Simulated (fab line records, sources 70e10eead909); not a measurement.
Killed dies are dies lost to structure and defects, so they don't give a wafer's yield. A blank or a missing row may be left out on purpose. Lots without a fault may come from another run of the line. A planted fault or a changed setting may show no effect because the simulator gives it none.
fab line records | flow nand_harc
record lots=12 wafers=36 last_day=33
route steps=1302 shown A_M1@1185 A_BONDPAD@1202
lots that met no fault: from a run of the same line without faults
start_h: hours from the record's first day to the start of the lot's first wafer shown | wait_h: hours since the lot's step before | " the same as in the row above | L1.1+2: a row that stands for several wafers | - no value, or no start given | * or withheld: withheld | < > ~ a bound
route shown NAME@n: a module of which the file shows steps, and the number in the route of the first | usual: mean/standard deviation of fault-free wafers | same: alike in all rows | chamber/n: place in a boat | sites: the reading at each site | _std_site: their standard deviation | _edge_site: outer sites' mean less inner sites' | radius_mm: how far each site lies from the wafer's centre | mask NAME#n: copy n | behind: the tool/chamber that last shaped the wafer | hold: why the lot was held/for how many hours/how that ended | device: the transistor (n, p or np) that didn't switch | end of line: the same wafers' tests at the end of the route | a step without rows: its recipe alone | killed: dies lost to structure and defects at the first sort, not the wafer's yield | map: a wafer's dies, x killed, . not, _ none there
set.NAME: the setting as run; set.NAME@STEP: as run at that earlier step | model.NAME: the simulator's own value behind a step, which no gauge read
steps of the route over a sample of lots; a table a step, a row a wafer
services: from which hour (start_h, from the record's first day; less than 0 if before it) a tool's chamber was out of use, for how many hours, and why
## steps
# step NHARC_A_M1_CD_MEAS_16
# usual cd_nm=120.0/0.61
# columns lot.wafer tool chamber start_h wait_h cd_nm
L323.2 cd_sem-02 - 542.43 - 120.0
L323.3 " - " " 120.6
L323.4 " - " " 121.3
L325.1 cd_sem-01 - 548.74 - 120.9
L325.4 " - " " 120.2
L325.5 " - " " 120.9
L327.2 cd_sem-01 - 563.53 - 120.2
L327.3 " - " " 119.6
L327.5 " - " " 119.5
L324.1 cd_sem-01 - 569.77 - 119.7
L324.2 " - " " 118.8
L324.3 " - " " 119.3
L328.1 cd_sem-03 - 576.96 - 119.5
L328.2 " - " " 119.6
L328.5 " - " " 120.9
L330.1 cd_sem-01 - 600.30 - 120.5
L330.4 " - " " 120.6
L330.6 " - " " 120.7
L329.1 cd_sem-02 - 601.65 - 119.9
L329.2 " - " " 120.6
L329.5 " - " " 120.4
L331.2 cd_sem-02 - 623.47 - 119.8
L331.3 " - " " 120.2
L331.6 " - " " 120.1
L339.1 cd_sem-02 - 708.35 - 118.6
L339.3 " - " " 119.6
L339.4 " - " " 119.1
L340.2 cd_sem-02 - 715.97 - 120.0
L340.4 " - " " 121.0
L340.6 " - " " 119.4
L342.2 cd_sem-01 - 724.65 - 120.3
L342.5 " - " " 119.7
L342.6 " - " " 120.2
L341.1 cd_sem-03 - 739.85 - 119.5
L341.5 " - " " 120.3
L341.6 " - " " 120.0
# step NHARC_A_M1_ECD_22
# recipe target_thk_a=4000 bath_temp_c=25 material=Cu
# usual bath_temp_c=24.97/0.12
# columns lot.wafer tool chamber start_h wait_h bath_temp_c
L323.2 ecd_cu-01 1 543.55 - 24.99
L323.4 " 0 " " 24.86
L323.3 " 1 " " 25.00
L325.1 ecd_cu-02 1 549.87 - 25.25
L325.4 " 0 " " 24.69
L325.5 " 1 " " 25.06
L327.2 ecd_cu-01 0 564.72 - 25.08
L327.3 " 0 " " 25.09
L327.5 " 0 " " 24.76
L324.1 ecd_cu-02 1 570.84 - 24.99
L324.2 " 0 " " 24.91
L324.3 " 1 " " 25.03
L328.1 ecd_cu-01 0 578.09 - 24.92
L328.2 " 1 " " 25.04
L328.5 " 1 " " 25.04
L330.1 ecd_cu-01 0 601.42 - 25.05
L330.4 " 1 " " 25.03
L330.6 " 1 " " 25.12
L329.1 ecd_cu-01 0 602.92 - 24.82
L329.2 " 1 " " 24.96
L329.5 " 0 " " 24.80
L331.2 ecd_cu-01 1 624.60 - 25.06
L331.3 " 0 " " 25.00
L331.6 " 1 " " 24.99
L339.1 ecd_cu-01 1 709.44 - 24.87
L339.4 " 1 " " 24.71
L339.3 " 0 " " 25.14
L340.2 ecd_cu-01 1 717.04 - 24.99
L340.4 " 1 " " 25.06
L340.6 " 1 " " 24.89
L342.2 ecd_cu-02 1 725.77 - 25.03
L342.6 " 0 " " 24.99
L342.5 " 1 " " 24.89
L341.1 ecd_cu-02 1 740.98 - 24.96
L341.5 " 0 " " 24.96
L341.6 " 1 " " 24.90
# step NHARC_A_M1_ANNEAL_31
# recipe temp_c=225 time_s=90
# usual anneal_temp_c=225.03/0.17 wafer_temp_C_max=226.03/0.23
# columns lot.wafer tool chamber start_h wait_h anneal_temp_c wafer_temp_C_max
L323.2 rtp_anneal-01 0 543.93 0.3 224.97 226.15
L323.3 " 0 " " 224.93 226.68
L323.4 " 0 " " 225.45 226.25
L325.1 rtp_anneal-01 0 550.19 0.3 225.07 226.53
L325.4 " 0 " " 224.93 226.27
L325.5 " 0 " " 225.06 226.35
L327.2 rtp_anneal-01 0 565.10 0.3 225.30 225.91
L327.3 " 0 " " 225.09 226.20
L327.5 " 0 " " 225.21 226.04
L324.1 rtp_anneal-02 0 571.21 - 225.35 225.70
L324.2 " 0 " " 224.91 226.17
L324.3 " 0 " " 224.86 225.97
L328.1 rtp_anneal-02 0 578.47 - 224.87 225.78
L328.2 " 0 " " 224.77 226.05
L328.5 " 0 " " 224.82 225.98
L330.1 rtp_anneal-02 0 601.76 0.3 224.77 225.72
L330.4 " 0 " " 224.87 225.74
L330.6 " 0 " " 224.89 225.79
L329.1 rtp_anneal-01 0 603.30 - 224.96 226.01
L329.2 " 0 " " 224.82 226.23
L329.5 " 0 " " 225.01 225.89
L331.2 rtp_anneal-01 0 624.98 0.3 225.12 225.66
L331.3 " 0 " " 225.08 226.50
L331.6 " 0 " " 225.23 226.04
L339.1 rtp_anneal-02 0 709.82 - 224.78 225.86
L339.3 " 0 " " 224.62 226.15
L339.4 " 0 " " 224.91 225.72
L340.2 rtp_anneal-01 0 717.48 - 224.89 225.81
L340.4 " 0 " " 225.20 225.79
L340.6 " 0 " " 225.10 226.59
L342.2 rtp_anneal-02 0 726.15 0.3 225.18 225.53
L342.5 " 0 " " 225.20 226.34
L342.6 " 0 " " 224.92 226.13
L341.1 rtp_anneal-01 0 741.30 - 225.32 225.88
L341.5 " 0 " " 224.86 225.75
L341.6 " 0 " " 224.94 226.20
# step NHARC_A_M1_CMP_23
# recipe t_overpolish_s=20 target_thk_nm=154.34
# usual edge_zone_pressure_frac=1.000/0.005 motor_current_A=11.3/0.94 slurry_filter_dp_kPa=13.49/0.12 time_to_endpoint_s=29.1/2.5
# columns lot.wafer tool chamber start_h wait_h edge_zone_pressure_frac motor_current_A slurry_filter_dp_kPa time_to_endpoint_s
L323.3 cmp-03 1 544.25 - 0.991 12.0 13.42 33.8
L323.4 " 2 " " 1.005 10.8 13.56 32.9
L323.2 " 3 " " 1.002 11.8 13.53 32.0
L325.1 cmp-01 0 550.54 - 0.998 12.0 13.42 26.2
L325.4 " 3 " " 0.998 10.8 13.47 24.8
L325.5 " 1 " " 1.004 12.6 13.76 31.2
L327.3 cmp-03 2 565.44 - 1.001 11.1 13.57 32.7
L327.2 " 3 " " 0.997 11.8 13.44 29.1
L327.5 " 0 " " 1.000 9.8 13.40 28.1
L324.1 cmp-03 0 571.55 - 1.002 9.8 13.46 26.0
L324.3 " 1 " " 0.996 11.8 13.52 28.2
L324.2 " 3 " " 0.993 12.1 13.48 27.3
L328.2 cmp-03 1 578.82 - 1.002 11.9 13.49 29.0
L328.1 " 0 " " 0.995 10.0 13.64 26.7
L328.5 " 1 " " 0.997 12.3 13.39 28.5
L330.1 cmp-01 0 602.11 - 1.008 12.5 13.61 22.2
L330.4 " 1 " " 1.001 12.1 13.53 26.4
L330.6 " 1 " " 0.998 12.5 13.54 29.2
L329.2 cmp-01 1 603.65 - 0.993 13.1 13.46 25.5
L329.1 " 2 " " 0.999 11.2 13.20 27.7
L329.5 " 2 " " 1.004 11.2 13.57 27.5
L331.2 cmp-04 1 625.30 - 1.010 10.1 13.76 28.5
L331.3 " 2 " " 0.996 10.8 13.46 30.6
L331.6 " 0 " " 0.997 11.1 13.74 31.6
L339.3 cmp-04 1 710.19 - 1.005 10.6 13.47 28.6
L339.4 " 2 " " 0.999 10.2 13.53 14.1
L339.1 " 3 " " 1.006 12.7 13.38 27.9
L340.2 cmp-04 3 717.80 - 1.000 13.1 13.49 28.5
L340.4 " 0 " " 0.998 10.7 13.39 12.0
L340.6 " 2 " " 0.991 10.5 13.48 13.8
L342.2 cmp-01 3 726.50 - 1.004 10.7 13.53 28.3
L342.6 " 1 " " 0.999 12.7 13.49 30.7
L342.5 " 2 " " 0.999 10.8 13.57 32.5
L341.1 cmp-03 1 741.70 - 1.011 12.2 13.63 25.9
L341.6 " 3 " " 0.999 11.6 13.43 25.6
L341.5 " 0 " " 1.013 10.2 13.33 28.3
# step NHARC_A_BONDPAD_DEP_00
# recipe target_thk_a=2500 temp_c=370 target_thk_nm=250 pressure_torr=3 flow_sccm=200 rf_w=450 material=SiCN
# usual heater_power_w=589/96
# columns lot.wafer tool chamber start_h wait_h heater_power_w
L323.2 pecvd-04 0 545.39 - 632
L323.3 " 2 " " 494
L323.4 " 2 " " 494
L325.1 pecvd-04 2 551.80 - 555
L325.4 " 0 " " 641
L325.5 " 1 " " 456
L327.3 pecvd-01 0 566.61 - 524
L327.2 " 1 " " 764
L327.5 " 1 " " 639
L324.1 pecvd-04 1 572.72 - 516
L324.2 " 2 " " 539
L324.3 " 0 " " 573
L328.2 pecvd-01 2 - - 757
L328.1 " 0 " " 471
L328.5 " 2 " " 621
L330.1 pecvd-01 1 603.33 - 681
L330.4 " 0 " " 533
L330.6 " 2 " " 737
L329.2 pecvd-04 2 604.81 - 556
L329.1 " 1 " " 542
L329.5 " 0 " " 659
L331.2 pecvd-04 1 626.49 - 529
L331.3 " 2 " " 476
L331.6 " 1 " " 530
L339.1 pecvd-04 1 711.33 - 505
L339.3 " 2 " " 555
L339.4 " 2 " " 550
L340.2 pecvd-03 2 718.98 - 542
L340.6 " 1 " " 683
L340.4 " 2 " " 552
L342.2 pecvd-01 0 - - 476
L342.5 " 1 " " 676
L342.6 " 2 " " 746
L341.1 pecvd-01 0 - - 520
L341.5 " 0 " " 542
L341.6 " 1 " " 586
## services
# columns tool chamber start_h hours kind
pecvd-01 - 520.98 1.6 repair
cmp-03 - 554.08 4.0 pm
pecvd-04 - 562.43 0.3 repair
pecvd-01 - 572.27 0.9 repair
cmp-01 - 577.50 4.0 pm
ecd_cu-02 - 596.43 8.0 pm
cmp-04 - 601.11 4.0 pm
cmp-04 - 619.26 0.5 repair
ecd_cu-02 - 621.02 0.5 repair
ecd_cu-02 - 626.05 0.5 repair
pecvd-04 - 631.23 13.0 pm
cmp-04 - 633.08 0.3 repair
cmp-01 - 641.40 1.3 repair
cmp-03 - 652.08 4.0 pm
cmp-03 - 658.86 0.5 repair
pecvd-01 - 673.61 13.0 pm
cmp-01 - 675.50 4.0 pm
pecvd-04 2 681.25 3.3 repair
ecd_cu-01 - 688.00 8.0 pm
cmp-03 - 700.65 2.5 repair
cmp-01 - 701.28 2.0 repair
cmp-01 - 704.09 1.2 repair
cmp-03 - 709.19 0.3 repair
ecd_cu-01 - 712.27 1.1 repair
## key
first_sign step=NHARC_A_M1_CMP_23 reading=time_to_endpoint_s direction=down sigmas=6.2 usual=* struck=*
effect none on later readings
met_at NHARC_A_M1_ECD_22
struck_lots L339,L340
struck_wafers L339.4,L340.4,L340.6
not_acting_at NHARC_A_M1_CD_MEAS_16,NHARC_A_M1_ANNEAL_31,NHARC_A_BONDPAD_DEP_00
onset_between 624.60 709.44
fault kind=process_parameter_drift tool=ecd_cu-01 chamber=- onset_h=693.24 steps=NHARC_A_M1_ECD_22 channel=target_thk_a offset=* shape=step end_h=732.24 scope=struck_wafers_only acts_in=* stated=*
